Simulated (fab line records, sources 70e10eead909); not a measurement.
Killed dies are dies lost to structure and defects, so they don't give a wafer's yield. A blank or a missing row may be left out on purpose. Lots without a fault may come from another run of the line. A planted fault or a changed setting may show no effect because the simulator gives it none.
A struck lot beside a sound one | flow nand_harc | 27 steps out of a route of 1302
Sound: wafers L325.4, L325.5, L325.6. Struck: wafers L337.2, L337.3, L337.6. The cause comes at the end.
At each step with rows: each side's tool, then ch and its chambers, then its first start. Under that, the readings that differ: sound wafers | struck wafers | difference of the means | sigmas: that difference in standard deviations of wafers without a fault.
alike: readings whose means differ by less than 2 such deviations, and words and numbers that are the same on both sides. not compared: withheld readings, readings that some wafer has no value for, bounds like >300 that may hide the same value, and numbers for which the record gives no deviation and whose values overlap.
The two part at a step that has a row with sigmas, a row that says differs or no value, or rows on one side only. Numbers that don't overlap but have no deviation are shown without sigmas and don't part them. A reading that every wafer of one side lacks parts them only if that side has two wafers or more.

first, 1 step without rows for these wafers: NHARC_A_CHANNEL_HOLE_D1_DEVELOP_09 (develop time 35 s).
NHARC_A_CHANNEL_HOLE_D1_CD_MEAS_10: target cd 100 nm.
  sound on cd_sem-03 ch 0, day 9 06:03; struck on cd_sem-01 ch 0, day 14 16:13
  alike: cd_nm
NHARC_A_CHANNEL_HOLE_D1_OVL_MEAS_11:
  sound on overlay-02, day 9 06:08; struck on overlay-01, day 14 16:17
  reading           | sound       | struck         | difference | sigmas
  overlay_y_nm (nm) | 0.4 0.8 0.2 | -0.3 -1.2 -1.3 | -1.4       | -2
  alike: overlay_x_nm
NHARC_A_CHANNEL_HOLE_D1_INSPECT_12:
  sound on defect_inspect-01, day 9 06:10; struck on defect_inspect-01, day 14 16:20
  alike: raw_defect_count
then, 5 steps without rows for these wafers: NHARC_A_CHANNEL_HOLE_D1_DESCUM_15 (chemistry O2, time 3 s); NHARC_A_CHANNEL_HOLE_D1_ETCH_38 (etches the open film in CF4, target depth 39 nm, time 65 s); NHARC_A_CHANNEL_HOLE_D1_ETCH_39 (etches the open film in N2/H2, target depth 260 nm, time 325 s); NHARC_A_CHANNEL_HOLE_D1_ETCH_34 (etches the open film in CF4/CHF3, target depth 154 nm, time 77 s); NHARC_A_CHANNEL_HOLE_D1_ETCH_16 (etches the open film in O2/COS, target depth 3100 nm, time 806 s).
NHARC_A_CHANNEL_HOLE_D1_CD_MEAS_18:
  sound on cd_sem-03, day 9 07:21; struck on cd_sem-02, day 14 17:30
  alike: cd_nm
NHARC_A_CHANNEL_HOLE_D1_ETCH_19: etches the open film in C4F8/O2/Ar, time 34.5 s.
  sound on har_etch-02 ch 0,1, day 9 07:28; struck on har_etch-01 ch 0,1, day 14 17:34
  alike: bias_v, c4f8_flow_sccm, drypump_motor_current_A, showerhead_plenum_p_Torr, throttle_valve_pct
  not compared: rf_hours_counter_h
then, 1 step without rows for these wafers: NHARC_A_CHANNEL_HOLE_D1_ETCH_20 (etches the open film in C4F8/O2/Ar, time 361.9 s, target depth 1600 nm).
NHARC_A_CHANNEL_HOLE_D1_ETCH_21: etches the open film in C4F8/O2/Ar, time 514.3 s, target depth 1600 nm.
  sound on har_etch-02 ch 0,1, day 9 08:04; struck on har_etch-01 ch 0,1, day 14 18:00
  no value came back on the struck wafers for any of 5 readings (c4f8_flow_sccm (sccm), chamber_pressure_mTorr (mTorr) and others); on the sound wafers c4f8_flow_sccm (sccm) reads 88.89 89.40 88.98
  not compared: rf_hours_counter_h
NHARC_A_CHANNEL_HOLE_D1_ETCH_22: etches the open film in C4F8/O2/Ar, time 666.7 s, target depth 1600 nm.
  sound on har_etch-02 ch 0,1, day 9 08:34; struck on har_etch-01 ch 0,1, day 14 18:26
  alike: c4f8_flow_sccm, chamber_pressure_mTorr, drypump_motor_current_A, showerhead_plenum_p_Torr, throttle_valve_pct
  not compared: rf_hours_counter_h
then, 1 step without rows for these wafers: NHARC_A_CHANNEL_HOLE_D1_ETCH_23 (etches the open film in C4F8/O2/Ar, time 819 s, target depth 1600 nm).
NHARC_A_CHANNEL_HOLE_D1_ETCH_24: etches the open film in C4F8/O2/Ar, time 906.2 s, target depth 1500 nm.
  sound on har_etch-02 ch 0,1, day 9 09:56; struck on har_etch-01 ch 0,1, day 14 19:43
  alike: c4f8_flow_sccm, chamber_pressure_mTorr, drypump_motor_current_A, showerhead_plenum_p_Torr, throttle_valve_pct
  not compared: rf_hours_counter_h
then, 1 step without rows for these wafers: NHARC_A_CHANNEL_HOLE_D1_ETCH_25 (etches the open film in C4F8/O2/Ar, time 1040.2 s, target depth 1500 nm).
NHARC_A_CHANNEL_HOLE_D1_ETCH_26: etches the open film in C4F8/O2/Ar, time 224.1 s, target depth 300 nm.
  sound on har_etch-02 ch 0,1, day 9 11:17; struck on har_etch-01 ch 0,1, day 14 21:22
  alike: bias_v, c4f8_flow_sccm, drypump_motor_current_A, showerhead_plenum_p_Torr, throttle_valve_pct
  not compared: rf_hours_counter_h
NHARC_A_CHANNEL_HOLE_D1_ETCH_33: etches the open film in C4F8/O2/Ar, time 90 s, target depth 400 nm.
  sound on har_etch-02 ch 0,1, day 9 11:29; struck on har_etch-01 ch 0,1, day 14 21:34
  alike: bias_v, c4f8_flow_sccm, drypump_motor_current_A, showerhead_plenum_p_Torr, throttle_valve_pct
  not compared: rf_hours_counter_h
then, 3 steps without rows for these wafers: NHARC_A_CHANNEL_HOLE_D1_STRIP_41 (strips in N2/H2); NHARC_A_CHANNEL_HOLE_D1_STRIP_42 (strips in CF4/CHF3); NHARC_A_CHANNEL_HOLE_D1_STRIP_43 (strips in O2/COS).
NHARC_A_CHANNEL_HOLE_D1_ETCH_44: etches the open film in CF4/O2, target depth 140 nm, overetch 14 nm, time 77 s.
  sound on rie_diel-11 ch 0,1,2, day 9 12:09; struck on rie_diel-13 ch 0,1,2, day 14 22:19
  reading                            | sound             | struck          | difference | sigmas
  model.A_CHANNEL_HOLE_D1.cd_nm (nm) | 91.97 90.86 90.44 | 102 97.35 100.6 | +9         |
  alike: bias_w, cf4_flow_sccm, drypump_motor_current_A, oes_product_au, rf_vpp_V, showerhead_plenum_p_Torr, throttle_valve_pct
  not compared: rf_hours_counter_h
then, 3 steps without rows for these wafers: NHARC_A_CHANNEL_HOLE_D1_STRIP_27 (strips in O2); NHARC_A_CHANNEL_HOLE_D1_PRECLEAN_28 (cleans in SC1); NHARC_A_CHANNEL_HOLE_D1_SRD_29.
NHARC_A_CHANNEL_HOLE_D1_CD_MEAS_30:
  sound on cd_sem-02, day 9 12:56; struck on cd_sem-03, day 14 23:18
  reading    | sound          | struck      | difference | sigmas
  cd_nm (nm) | 91.2 90.9 90.1 | 0.2 1.0 1.3 | -89.9      | -64
  not compared: hold

WHERE THEY PART
First at NHARC_A_CHANNEL_HOLE_D1_OVL_MEAS_11; last, within this record, at NHARC_A_CHANNEL_HOLE_D1_CD_MEAS_30.

WHY: what the simulator had put in
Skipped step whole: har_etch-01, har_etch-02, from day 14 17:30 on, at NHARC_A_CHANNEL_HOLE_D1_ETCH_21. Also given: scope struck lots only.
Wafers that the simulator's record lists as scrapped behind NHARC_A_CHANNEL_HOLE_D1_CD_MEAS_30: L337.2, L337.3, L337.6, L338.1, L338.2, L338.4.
